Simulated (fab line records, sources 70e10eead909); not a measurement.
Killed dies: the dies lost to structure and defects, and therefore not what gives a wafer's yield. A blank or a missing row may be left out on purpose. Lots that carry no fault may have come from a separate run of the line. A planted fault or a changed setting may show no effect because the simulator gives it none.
Check of tool commonality ; flow nandHarc ; Lots sampled 13, wafers sampled 39

## WHY IT WAS OPENED
Flagged at NHARC_A_ONON_D1_THK_MEAS_18: reading thkNm, on 2 of 13 lots. Wafers without a fault read 1002 nm, standard deviation 10.
Rule: a lot gets a flag if all its wafers with a number sit over 4 standard deviations from that mean, or if no wafer of it has a number. All remaining lots are regarded as sound.

lot;measured;on;thkNm (nm), wafer by wafer;flag
L697;day 8 00:40;filmMetro-02;1014 1015 1016;
L698;day 8 14:13;filmMetro-02;1021 1019 1021;
L702;day 9 05:53;filmMetro-01;1000 999 999;
L703;day 9 05:57;filmMetro-01;995 997 996;
L705;day 10 02:05;filmMetro-01;1563 1561 1563;FLAGGED
L707;day 10 16:07;filmMetro-02;1569 1569 1569;FLAGGED
L709;day 11 02:54;filmMetro-02;995 997 996;
L713;day 11 20:55;filmMetro-01;1000 999 998;
L714;day 12 06:28;filmMetro-01;997 998 997;
L717;day 12 23:15;filmMetro-02;1005 1005 1005;
L718;day 13 05:25;filmMetro-02;1015 1015 1014;
L720;day 13 05:26;filmMetro-01;983 985 983;
L719;day 13 05:46;filmMetro-02;992 992 992;
The numbers of the flagged lots are 1566 nm on average: +564 nm against the usual, or +56 standard deviations.

## LOT BY LOT: THE TOOL USED
The record holds 1 process step before the reading, out of a route of 1159 steps. Read each cell as the tool, then ch plus the chambers that the sampled wafers visited, then the start.
lot;flag;NHARC_A_ONON_D1_DEP_16
L697;;pecvdOnon-03 ch 0, day 8 00:09
L698;;pecvdOnon-03 ch 0, day 8 13:53
L702;;pecvdOnon-02 ch 0, day 9 05:26
L703;;pecvdOnon-03 ch 0, day 9 05:27
L705;FLAGGED;pecvdOnon-03 ch 0, day 10 01:38
L707;FLAGGED;pecvdOnon-03 ch 0, day 10 15:40
L709;;pecvdOnon-02 ch 0, day 11 02:23
L713;;pecvdOnon-01 ch 0, day 11 20:24
L714;;pecvdOnon-01 ch 0, day 12 05:57
L717;;pecvdOnon-03 ch 0, day 12 22:51
L718;;pecvdOnon-01 ch 0, day 13 04:58
L720;;pecvdOnon-03 ch 0, day 13 04:55
L719;;pecvdOnon-01 ch 0, day 13 05:16
These steps, and what they do:
- NHARC_A_ONON_D1_DEP_16: target thk 1000 nm.
- NHARC_A_ONON_D1_THK_MEAS_18: measures by ellipsometry.

## FLAGGED OVER TOTAL, TOOL BY TOOL (the gauges that took the reading come last)
step;tool;lots run;flagged;share of the flagged lots;sound lots run after its first flagged lot
NHARC_A_ONON_D1_DEP_16;pecvdOnon-01;4;0;none;-
NHARC_A_ONON_D1_DEP_16;pecvdOnon-02;2;0;none;-
NHARC_A_ONON_D1_DEP_16;pecvdOnon-03;7;2;all;2 (L717,L720)
NHARC_A_ONON_D1_THK_MEAS_18;filmMetro-01;6;1;some;3 (L713,L714,L720)
NHARC_A_ONON_D1_THK_MEAS_18;filmMetro-02;7;1;some;4 (L709,L717,L718,L719)

## WHAT IS ALLOWED BY THE TABLE
1 row of the table ran every flagged lot: pecvdOnon-03 at NHARC_A_ONON_D1_DEP_16.
- pecvdOnon-03 at NHARC_A_ONON_D1_DEP_16 ran 7 lots, 2 of them flagged. Lots that were sound ran on it after the first flagged one (L717, L720); a persistent fault on the entire tool would not allow that.
None of the table's rows ran every flagged lot and, after the first, no sound lot.

## WHAT THE SIMULATOR HAD INSERTED
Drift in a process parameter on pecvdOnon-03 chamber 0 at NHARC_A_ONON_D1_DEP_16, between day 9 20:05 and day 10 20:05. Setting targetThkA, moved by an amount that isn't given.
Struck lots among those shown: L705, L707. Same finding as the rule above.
